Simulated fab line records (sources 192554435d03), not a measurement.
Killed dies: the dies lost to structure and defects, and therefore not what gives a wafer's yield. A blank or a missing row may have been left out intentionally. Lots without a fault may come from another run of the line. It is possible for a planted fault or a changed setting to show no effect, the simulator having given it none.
Matching of chambers | flow n5 finfet | N5_BEOL_M1_PRE_CLEAN_60 on cvd co-02 has 3 sister chambers
The step time 15 s. 3 wafers are shown with their chamber, then 7 later ones without.

## EACH WAFER AND ITS CHAMBER
wafer  | chamber | heater power w (W)
L289.4 | 0       | 82
L296.1 | 2       | 92
L296.5 | 1       | 55

## WAFERS WITH NO CHAMBER GIVEN
wafer  | heater power w (W)
L296.6 | 90
L299.1 | 55
L299.3 | 82
L299.5 | 90
L308.1 | 82
L308.5 | 94
L308.6 | 55

## THE CHAMBER EACH PASSED THROUGH
wafer  | from the rows above | in truth
L296.6 | 2                   | 2
L299.1 | 1                   | 1
L299.3 | 0                   | 0
L299.5 | 2                   | 2
L308.1 | 0                   | 0
L308.5 | 2                   | 2
L308.6 | 1                   | 1
Placed correctly: 7 of 7. Number that these rows cannot place: 0. Placed wrongly: 0.
How it was worked out, from the rows above alone: a wafer's distance from a chamber is the root of the sum, over the readings, of the square of ((its reading less the chamber's mean) divided by the reading's scatter). The wafer belongs to the nearest chamber; if the next one is less than 2 further off, it can't be placed. The mean given for a chamber averages the wafers shown for that chamber. The scatter (one wafer shown for each chamber): square how far every hidden wafer sits from the nearest shown wafer, average those squares and take the square root.
